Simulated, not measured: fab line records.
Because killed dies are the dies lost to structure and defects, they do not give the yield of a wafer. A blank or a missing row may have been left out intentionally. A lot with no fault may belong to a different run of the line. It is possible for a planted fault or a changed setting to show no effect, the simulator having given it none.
Chamber matching / flow n5-finfet / 4 sister chambers for N5_BEOL_M10_STRIP_36 on rie-diel-03
The step strips in N2/H2. 16 wafers are shown with their chamber, then 8 later ones without.

EACH WAFER AND ITS CHAMBER
wafer=L074.4; chamber=1; showerhead-plenum-p-Torr (Torr)=2.42; throttle-valve-pct (%)=23.3; oes-product-au (a.u.)=0.74
wafer=L074.5; chamber=2; showerhead-plenum-p-Torr (Torr)=2.68; throttle-valve-pct (%)=23.2; oes-product-au (a.u.)=0.87
wafer=L074.6; chamber=1; showerhead-plenum-p-Torr (Torr)=2.42; throttle-valve-pct (%)=23.3; oes-product-au (a.u.)=0.73
wafer=L079.2; chamber=1; showerhead-plenum-p-Torr (Torr)=2.42; throttle-valve-pct (%)=23.3; oes-product-au (a.u.)=0.72
wafer=L079.4; chamber=3; showerhead-plenum-p-Torr (Torr)=2.51; throttle-valve-pct (%)=23.9; oes-product-au (a.u.)=0.70
wafer=L079.5; chamber=3; showerhead-plenum-p-Torr (Torr)=2.52; throttle-valve-pct (%)=23.9; oes-product-au (a.u.)=0.71
wafer=L086.1; chamber=1; showerhead-plenum-p-Torr (Torr)=2.41; throttle-valve-pct (%)=23.4; oes-product-au (a.u.)=0.71
wafer=L086.2; chamber=0; showerhead-plenum-p-Torr (Torr)=2.59; throttle-valve-pct (%)=23.6; oes-product-au (a.u.)=0.96
wafer=L086.6; chamber=2; showerhead-plenum-p-Torr (Torr)=2.67; throttle-valve-pct (%)=23.3; oes-product-au (a.u.)=0.84
wafer=L091.1; chamber=2; showerhead-plenum-p-Torr (Torr)=2.66; throttle-valve-pct (%)=23.3; oes-product-au (a.u.)=0.82
wafer=L091.2; chamber=0; showerhead-plenum-p-Torr (Torr)=2.59; throttle-valve-pct (%)=23.6; oes-product-au (a.u.)=0.92
wafer=L091.6; chamber=1; showerhead-plenum-p-Torr (Torr)=2.41; throttle-valve-pct (%)=23.3; oes-product-au (a.u.)=0.70
wafer=L095.1; chamber=3; showerhead-plenum-p-Torr (Torr)=2.50; throttle-valve-pct (%)=24.0; oes-product-au (a.u.)=0.69
wafer=L095.4; chamber=2; showerhead-plenum-p-Torr (Torr)=2.66; throttle-valve-pct (%)=23.2; oes-product-au (a.u.)=0.81
wafer=L095.5; chamber=3; showerhead-plenum-p-Torr (Torr)=2.50; throttle-valve-pct (%)=23.9; oes-product-au (a.u.)=0.69
wafer=L097.2; chamber=1; showerhead-plenum-p-Torr (Torr)=2.40; throttle-valve-pct (%)=23.3; oes-product-au (a.u.)=0.69

SIGNATURES (averages over the wafers above)
reading=showerhead-plenum-p-Torr; chamber 0=2.5900; chamber 1=2.4133; chamber 2=2.6675; chamber 3=2.5075; scatter within a chamber=0.00858
reading=throttle-valve-pct; chamber 0=23.600; chamber 1=23.317; chamber 2=23.250; chamber 3=23.925; scatter within a chamber=0.0464
reading=oes-product-au; chamber 0=0.9400; chamber 1=0.7150; chamber 2=0.8350; chamber 3=0.6975; scatter within a chamber=0.0203
Rule: distance of a wafer from a chamber = root of the sum over the readings of ((wafer's reading minus chamber's mean) / reading's scatter) squared. If the next closest chamber is less than 2 further off than the closest, the wafer can't be placed; otherwise it belongs to the closest. The scatter: take each reading less its chamber's mean, square it, sum over the shown wafers, divide by the number of wafers less the number of chambers, and take the root.

WAFERS WHOSE CHAMBER IS MISSING
wafer=L097.3; showerhead-plenum-p-Torr (Torr)=2.59; throttle-valve-pct (%)=23.6; oes-product-au (a.u.)=0.92
wafer=L097.6; showerhead-plenum-p-Torr (Torr)=2.50; throttle-valve-pct (%)=24.0; oes-product-au (a.u.)=0.70
wafer=L093.3; showerhead-plenum-p-Torr (Torr)=2.50; throttle-valve-pct (%)=23.9; oes-product-au (a.u.)=0.67
wafer=L093.4; showerhead-plenum-p-Torr (Torr)=2.40; throttle-valve-pct (%)=23.4; oes-product-au (a.u.)=0.69
wafer=L093.6; showerhead-plenum-p-Torr (Torr)=2.50; throttle-valve-pct (%)=23.9; oes-product-au (a.u.)=0.68
wafer=L094.1; showerhead-plenum-p-Torr (Torr)=2.66; throttle-valve-pct (%)=23.3; oes-product-au (a.u.)=0.81
wafer=L094.4; showerhead-plenum-p-Torr (Torr)=2.40; throttle-valve-pct (%)=23.4; oes-product-au (a.u.)=0.69
wafer=L094.6; showerhead-plenum-p-Torr (Torr)=2.66; throttle-valve-pct (%)=23.3; oes-product-au (a.u.)=0.79

CHAMBER TAKEN BY EACH
wafer=L097.3; from the rows above=0; in truth=0
wafer=L097.6; from the rows above=3; in truth=3
wafer=L093.3; from the rows above=3; in truth=3
wafer=L093.4; from the rows above=1; in truth=1
wafer=L093.6; from the rows above=3; in truth=3
wafer=L094.1; from the rows above=2; in truth=2
wafer=L094.4; from the rows above=1; in truth=1
wafer=L094.6; from the rows above=2; in truth=2
Correctly placed: 8 of 8. Can't be placed from these rows: 0. Number placed wrongly: 0.
